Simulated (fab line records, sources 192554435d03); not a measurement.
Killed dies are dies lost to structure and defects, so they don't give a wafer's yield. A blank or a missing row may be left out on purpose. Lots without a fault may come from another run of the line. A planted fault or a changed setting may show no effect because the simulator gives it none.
Chamber matching | flow n5_finfet | N5_BEOL_M9_STRIP_36 on rie_diel-03: 4 sister chambers
The step strips in N2/H2. 22 wafers are shown with their chamber, then 11 later ones without.

WAFERS WITH THEIR CHAMBER
wafer  | chamber | throttle_valve_pct (%) | showerhead_plenum_p_Torr (Torr) | oes_product_au (a.u.)
L076.1 | 3       | 23.3                   | 2.69                            | 0.86
L076.3 | 2       | 23.3                   | 2.51                            | 0.72
L076.5 | 3       | 23.4                   | 2.69                            | 0.85
L081.2 | 3       | 23.4                   | 2.68                            | 0.86
L081.3 | 1       | 24.0                   | 2.51                            | 0.72
L081.5 | 0       | 23.1                   | 2.62                            | 0.74
L079.1 | 3       | 23.4                   | 2.68                            | 0.87
L079.3 | 2       | 23.3                   | 2.50                            | 0.72
L079.6 | 3       | 23.4                   | 2.68                            | 0.85
L080.1 | 2       | 23.3                   | 2.50                            | 0.73
L080.3 | 3       | 23.4                   | 2.68                            | 0.86
L080.5 | 0       | 23.1                   | 2.62                            | 0.74
L084.2 | 2       | 23.3                   | 2.50                            | 0.71
L084.3 | 3       | 23.4                   | 2.68                            | 0.85
L084.5 | 0       | 23.1                   | 2.62                            | 0.73
L085.3 | 2       | 23.3                   | 2.50                            | 0.71
L085.4 | 1       | 24.0                   | 2.51                            | 0.72
L085.6 | 3       | 23.4                   | 2.68                            | 0.85
L088.1 | 1       | 24.0                   | 2.50                            | 0.72
L088.3 | 3       | 23.4                   | 2.67                            | 0.84
L088.5 | 3       | 23.4                   | 2.67                            | 0.86
L092.2 | 0       | 23.2                   | 2.61                            | 0.71

SIGNATURES (means of the wafers above)
reading                  | chamber 0 | chamber 1 | chamber 2 | chamber 3 | scatter within a chamber
throttle_valve_pct       | 23.125    | 24.000    | 23.300    | 23.390    | 0.0303
showerhead_plenum_p_Torr | 2.6175    | 2.5067    | 2.5020    | 2.6800    | 0.00588
oes_product_au           | 0.7300    | 0.7200    | 0.7180    | 0.8550    | 0.00922
Rule: a wafer's distance from a chamber is the root of the sum, over the readings, of the square of ((its reading less the chamber's mean) divided by the reading's scatter). The wafer belongs to the nearest chamber; if the next one is less than 2 further off, it can't be placed. The scatter: the root of (the sum of the squares of (reading less its chamber's mean) over the shown wafers, divided by (wafers less chambers)).

WAFERS WITHOUT THEIR CHAMBER
wafer  | throttle_valve_pct (%) | showerhead_plenum_p_Torr (Torr) | oes_product_au (a.u.)
L092.5 | 23.2                   | 2.61                            | 0.71
L092.6 | 23.4                   | 2.67                            | 0.82
L094.1 | 23.3                   | 2.49                            | 0.70
L094.4 | 23.4                   | 2.67                            | 0.81
L094.6 | 24.1                   | 2.50                            | 0.71
L095.1 | 24.0                   | 2.50                            | 0.69
L095.3 | 23.4                   | 2.67                            | 0.82
L095.4 | 23.3                   | 2.49                            | 0.68
L096.1 | 23.4                   | 2.67                            | 0.82
L096.3 | 23.2                   | 2.61                            | 0.72
L096.4 | 24.1                   | 2.50                            | 0.71

WHICH CHAMBER EACH WENT THROUGH
wafer  | from the rows above | in truth
L092.5 | 0                   | 0
L092.6 | 3                   | 3
L094.1 | 2                   | 2
L094.4 | 3                   | 3
L094.6 | 1                   | 1
L095.1 | 1                   | 1
L095.3 | 3                   | 3
L095.4 | 2                   | 2
L096.1 | 3                   | 3
L096.3 | 0                   | 0
L096.4 | 1                   | 1
Placed correctly: 11 of 11. Can't be placed from these rows: 0. Placed wrongly: 0.
